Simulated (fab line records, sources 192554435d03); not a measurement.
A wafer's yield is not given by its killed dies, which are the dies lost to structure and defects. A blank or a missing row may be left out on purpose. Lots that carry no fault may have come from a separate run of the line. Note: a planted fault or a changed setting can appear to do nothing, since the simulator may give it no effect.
Lot-split experiment    flow n5-finfet    39 wafers read from 7 lots, route of 1938 steps

## THE SPLIT
At N5_BEOL_M8_DEP_56 (deposits SiCN from 3MS/NH3, target thk 10 nm, time 17.5 s), the setting target-thk-a was moved away from the recipe's 100 angstrom on 12 of the 39 wafers read, by -42.1% to +38.5%. For the rest of the wafers, this setting stayed at what the recipe calls for.

The reading is taken at the split's own step.

## THE READING
SiCN_of_BEOL_M8_DEP_56.thk-nm (the simulator's own value, which no gauge read), in nm, at N5_BEOL_M8_DEP_56 (deposits SiCN from 3MS/NH3, target thk 10 nm, time 17.5 s). The file does not state a usual value for it. Average 10.1 nm, standard deviation 0.17 nm, over the 27 wafers here run with the recipe.

wafer   tool, chamber at the split  target-thk-a as run, angstrom  against the recipe  SiCN_of_BEOL_M8_DEP_56.thk-nm, nm  against lot-mates on the recipe
L076.1  pecvd-03, 1                 100                            recipe              10                                 -
L076.2  pecvd-03, 0                 138.5                          +38.5%              13.6                               +3.5
L076.3  pecvd-03, 2,0               100                            recipe              10.2                               -
L076.4  pecvd-03, 2,0               100                            recipe              10.2                               -
L076.5  pecvd-03, 1                 138.5                          +38.5%              14                                 +3.9
L076.6  pecvd-03, 2                 138.5                          +38.5%              13.8                               +3.7
L078.1  pecvd-04, 2,0,0,0,2         100                            recipe              10.2                               -
L078.2  pecvd-04, 2,0,0,0,2         100                            recipe              10.2                               -
L078.3  pecvd-04, 2,0,0,0,2         100                            recipe              10.2                               -
L078.5  pecvd-04, 2,0,0,0,2         100                            recipe              10.2                               -
L078.6  pecvd-04, 2,0,0,0,2         100                            recipe              10.2                               -
L078.4  pecvd-04, 2                 100                            recipe              10.4                               -
L081.1  pecvd-01, 1                 76.97                          -23.0%              7.4                                -2.5
L081.2  pecvd-01, 2,1               76.97                          -23.0%              7.6                                -2.3
L081.6  pecvd-01, 2,1               76.97                          -23.0%              7.6                                -2.3
L081.3  pecvd-01, 0                 100                            recipe              9.8                                -
L081.5  pecvd-01, 0                 100                            recipe              9.8                                -
L081.4  pecvd-01, 2                 100                            recipe              10.2                               -
L087.1  pecvd-04, 1                 100                            recipe              9.8                                -
L087.2  pecvd-04, 2,0               100                            recipe              10                                 -
L087.3  pecvd-04, 2,0               100                            recipe              10                                 -
L087.4  pecvd-04, 2,1,0             100                            recipe              10.2                               -
L087.5  pecvd-04, 2,1,0             100                            recipe              10.2                               -
L087.6  pecvd-04, 2,1,0             100                            recipe              10.2                               -
L093.1  pecvd-04, 2,0               100                            recipe              10.2                               -
L093.5  pecvd-04, 2,0               100                            recipe              10.2                               -
L093.2  pecvd-04, 1,2               70.23                          -29.8%              7.2                                -2.9
L093.4  pecvd-04, 1,2               70.23                          -29.8%              7.2                                -2.9
L093.3  pecvd-04, 0                 100                            recipe              10                                 -
L093.6  pecvd-04, 1                 70.23                          -29.8%              7.4                                -2.7
L092.1  pecvd-04, 0                 100                            recipe              10                                 -
L092.2  pecvd-04, 2,1,0             57.88                          -42.1%              6                                  -4.3
L092.3  pecvd-04, 2,1,0             57.88                          -42.1%              6                                  -4.3
L092.4  pecvd-04, 2,1,0             57.88                          -42.1%              6                                  -4.3
L092.5  pecvd-04, 1,2               100                            recipe              10.4                               -
L092.6  pecvd-04, 1,2               100                            recipe              10.4                               -
L096.2  pecvd-01, 2                 100                            recipe              9.8                                -
L096.5  pecvd-01, 0,2               100                            recipe              10                                 -
L096.6  pecvd-01, 0,2               100                            recipe              10                                 -
If several chambers appear in one row, that row covers several wafers at once and the file leaves open which wafer was in which chamber.

FIT RESULTS
A straight line over all 39 wafers: SiCN_of_BEOL_M8_DEP_56.thk-nm changes by +0.098 nm for each +1% of target-thk-a; r = +1.00; the points scatter about the line by 0.19 nm.
The same after taking each lot's own level away (the mean of its wafers on the recipe; 39 wafers): +0.0985 nm for each +1%; r = +1.00; scatter 0.14 nm.
That fit puts the effect of the largest move of target-thk-a on the reading at 4.1 nm.
From 9.93 to 10.27 nm: that is the span of the lots' own levels, equal to 1.9 times the standard deviation above.
The two slopes agree, so the slope changes little with the lot-to-lot level.
Check: -4.16 nm against its lot-mates is what the line predicts for one of the wafers moved furthest among these (-42.1%) when that wafer is left out of the fit. It came out at -4.27 nm against them.

## THE OTHER SPLITS THESE WAFERS WENT THROUGH
Other splits were also applied to these wafers ahead of the reading. Each is held against what the fit with the lots' levels taken away leaves over:
other split on the same wafers            wafers away from the commonest value  r with SiCN_of_BEOL_M8_DEP_56.thk-nm (lot level and that fit taken away)
N5_FIN_SAQP_ALD_61 ald-cycles             15                                    +0.16
N5_SD_EPI_N_ETCH_16 target-depth-a        18                                    -0.22
N5_MOL_CONTACT_COAG_CVD_140 target-thk-a  18                                    -0.31

## THE FILE'S OWN FIT
SiCN_of_BEOL_M8_DEP_56.thk-nm changes by +0.0988 nm for each +1% of target-thk-a, r = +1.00.
